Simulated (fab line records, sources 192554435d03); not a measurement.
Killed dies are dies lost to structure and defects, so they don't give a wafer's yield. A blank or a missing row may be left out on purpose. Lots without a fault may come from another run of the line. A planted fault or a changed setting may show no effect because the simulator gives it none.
Split-lot experiment | flow n5_finfet | 7 lots, 21 wafers read, on a route of 1938 steps

THE SPLIT
At N5_BEOL_M6_COAT_64 (time 60 s, resist thk 12 nm), the setting spin_rpm was moved away from the recipe's 1500 rpm on 6 of the 21 wafers read, by -9.0% to +5.4%. The other wafers ran this setting at the recipe's value.

FROM THE SPLIT TO THE READING: what the file shows between them, 4 steps
- N5_BEOL_M6_COAT_71: time 60 s, resist thk 5 nm
- N5_BEOL_M6_COAT_22: resist thk 30 nm
- N5_BEOL_M6_DESCUM_33: chemistry O2, time 7 s
- N5_BEOL_M6_ETCH_72: etches underlayer in N2/H2, target depth 6.5 nm, time 5.2 s

THE READING
etch.depth_nm (the simulator's own value, which no gauge read), in nm, at N5_BEOL_M6_ETCH_65 (etches SiARC in CF4, target depth 15.6 nm, time 26 s). The file gives no usual value for it. The 15 wafers here that ran the recipe average 12.02 nm, standard deviation 0.032 nm.

wafer  | tool, chamber at the split | spin_rpm as run, rpm | against the recipe | etch.depth_nm, nm | against lot-mates on the recipe
L075.3 | litho_track-04, 0          | 1500                 | recipe             | 12.01             | -
L075.4 | litho_track-04, 0          | 1565                 | +4.3%              | 11.79             | -0.25
L075.5 | litho_track-04, 0          | 1500                 | recipe             | 12.06             | -
L074.1 | litho_track-03, 0          | 1500                 | recipe             | 12.03             | -
L074.3 | litho_track-03, 0          | 1581                 | +5.4%              | 11.65             | -0.35
L074.5 | litho_track-03, 0          | 1500                 | recipe             | 11.97             | -
L082.2 | litho_track-02, 0          | 1500                 | recipe             | 11.96             | -
L082.3 | litho_track-02, 0          | 1500                 | recipe             | 11.99             | -
L082.4 | litho_track-02, 0          | 1500                 | recipe             | 11.99             | -
L087.1 | litho_track-02, 0          | 1500                 | recipe             | 12                | -
L087.4 | litho_track-02, 0          | 1562                 | +4.1%              | 11.73             | -0.27
L087.5 | litho_track-02, 0          | 1562                 | +4.1%              | 11.74             | -0.26
L090.2 | litho_track-04, 0          | 1500                 | recipe             | 12.06             | -
L090.3 | litho_track-04, 0          | 1500                 | recipe             | 12.04             | -
L090.4 | litho_track-04, 0          | 1500                 | recipe             | 12.01             | -
L094.3 | litho_track-04, 0          | 1500                 | recipe             | 12.01             | -
L094.5 | litho_track-04, 0          | 1500                 | recipe             | 12.01             | -
L094.4 | litho_track-04, 0          | 1500                 | recipe             | 12.02             | -
L097.1 | litho_track-03, 0          | 1365                 | -9.0%              | 12.65             | +0.57
L097.2 | litho_track-03, 0          | 1365                 | -9.0%              | 12.6              | +0.52
L097.4 | litho_track-03, 0          | 1500                 | recipe             | 12.08             | -

THE FIT
A straight line over all 21 wafers: etch.depth_nm changes by -0.0665 nm for each +1% of spin_rpm; r = -0.99; the points scatter about the line by 0.033 nm.
The same after taking each lot's own level away (the mean of its wafers on the recipe; 21 wafers): -0.0613 nm for each +1%; r = -1.00; scatter 0.02 nm.
On that fit, the largest move of spin_rpm shifts the reading by 0.55 nm.
The lots' own levels span 11.980 to 12.080 nm, that is 3.1 times the standard deviation above.
So the lot-to-lot level changes the slope little: the two slopes agree.
Check: with one of the wafers moved furthest among these (-9.0%) left out of the fit, the line predicts +0.537 nm for it against its lot-mates. It came out at +0.57 nm against them.

OTHER SPLITS ON THESE WAFERS
These wafers also went through other splits before the reading. Each is held against what the fit with the lots' levels taken away leaves over:
other split on the same wafers | wafers away from the commonest value | r with etch.depth_nm (lot level and that fit taken away)
N5_BEOL_M3_EXPOSE_08 dose_mj   | 5                                    | +0.00
N5_BEOL_M3_SPUTTER_81 time_s   | 9                                    | +0.11
N5_BEOL_M4_DESCUM_16 time_s    | 8                                    | -0.21
N5_BEOL_M4_COAT_76 spin_rpm    | 4                                    | +0.23

THE WHOLE CHAIN: every reading that the file lists as answering this split, in the file's order
step               | what it does                                         | reading                                                                          | change (the file's fit)                | r (the file's)
N5_BEOL_M6_COAT_64 | time 60 s, resist thk 12 nm                          | SiARC_of_BEOL_M6_COAT_64.thk_nm (the simulator's own value, which no gauge read) | -0.0634 nm for each +1% of the setting | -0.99
N5_BEOL_M6_ETCH_65 | etches SiARC in CF4, target depth 15.6 nm, time 26 s | etch.depth_nm (the simulator's own value, which no gauge read)                   | -0.0613 nm for each +1% of the setting | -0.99

THE FILE'S OWN FIT
etch.depth_nm changes by -0.0613 nm for each +1% of spin_rpm, r = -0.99.
